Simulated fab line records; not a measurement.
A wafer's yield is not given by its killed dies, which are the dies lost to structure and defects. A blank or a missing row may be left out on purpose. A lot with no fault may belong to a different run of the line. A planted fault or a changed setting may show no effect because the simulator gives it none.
Chamber matching :: flow nand_harc :: 4 sister chambers for NHARC_A_SGD_CUT_CMP_21 on cmp-03
The step polishes, target thk 148.19 nm. 4 wafers are shown with their chamber, then 12 later ones without.

WAFERS WITH THEIR CHAMBER
wafer: L088.2
chamber: 0
time_to_endpoint_s (s): 56

wafer: L088.5
chamber: 2
time_to_endpoint_s (s): 50

wafer: L088.1
chamber: 1
time_to_endpoint_s (s): 49

wafer: L088.6
chamber: 3
time_to_endpoint_s (s): 53

WAFERS WITH NO CHAMBER GIVEN
wafer: L092.2
time_to_endpoint_s (s): 52

wafer: L092.4
time_to_endpoint_s (s): 48

wafer: L092.6
time_to_endpoint_s (s): 52

wafer: L095.1
time_to_endpoint_s (s): 49

wafer: L095.3
time_to_endpoint_s (s): 52

wafer: L095.6
time_to_endpoint_s (s): 48

wafer: L096.2
time_to_endpoint_s (s): 58

wafer: L096.3
time_to_endpoint_s (s): 49

wafer: L096.6
time_to_endpoint_s (s): 60

wafer: L096.1
time_to_endpoint_s (s): 47

wafer: L096.4
time_to_endpoint_s (s): 51

wafer: L096.5
time_to_endpoint_s (s): 47

WHICH CHAMBER EACH ONE RAN IN
wafer: L092.2
from the rows above: can't be placed: 3 or 2 or 1 or 0
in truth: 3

wafer: L092.4
from the rows above: can't be placed: 1 or 2
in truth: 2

wafer: L092.6
from the rows above: can't be placed: 3 or 2 or 1 or 0
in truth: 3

wafer: L095.1
from the rows above: can't be placed: 1 or 2
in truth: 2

wafer: L095.3
from the rows above: can't be placed: 3 or 2 or 1 or 0
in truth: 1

wafer: L095.6
from the rows above: can't be placed: 1 or 2
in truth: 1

wafer: L096.2
from the rows above: can't be placed: 0 or 3
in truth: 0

wafer: L096.3
from the rows above: can't be placed: 1 or 2
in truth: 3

wafer: L096.6
from the rows above: can't be placed: 0 or 3
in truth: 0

wafer: L096.1
from the rows above: can't be placed: 1 or 2
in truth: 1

wafer: L096.4
from the rows above: can't be placed: 2 or 1 or 3
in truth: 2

wafer: L096.5
from the rows above: can't be placed: 1 or 2
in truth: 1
Correct placement for 0 of the 12. From these rows, 12 cannot be placed; in 11 the true chamber is one of the candidates. Wrongly placed: 0.
How it was worked out, from the rows above alone: a wafer's distance from a chamber is the root of the sum, over the readings, of the square of ((its reading less the chamber's mean) divided by the reading's scatter). The wafer belongs to the nearest chamber; if the next one is less than 2 further off, it can't be placed. For every chamber, the mean is computed from those of its wafers that are shown. The scatter: root of mean squared gap, hidden wafer to nearest shown wafer, with one shown wafer a chamber.
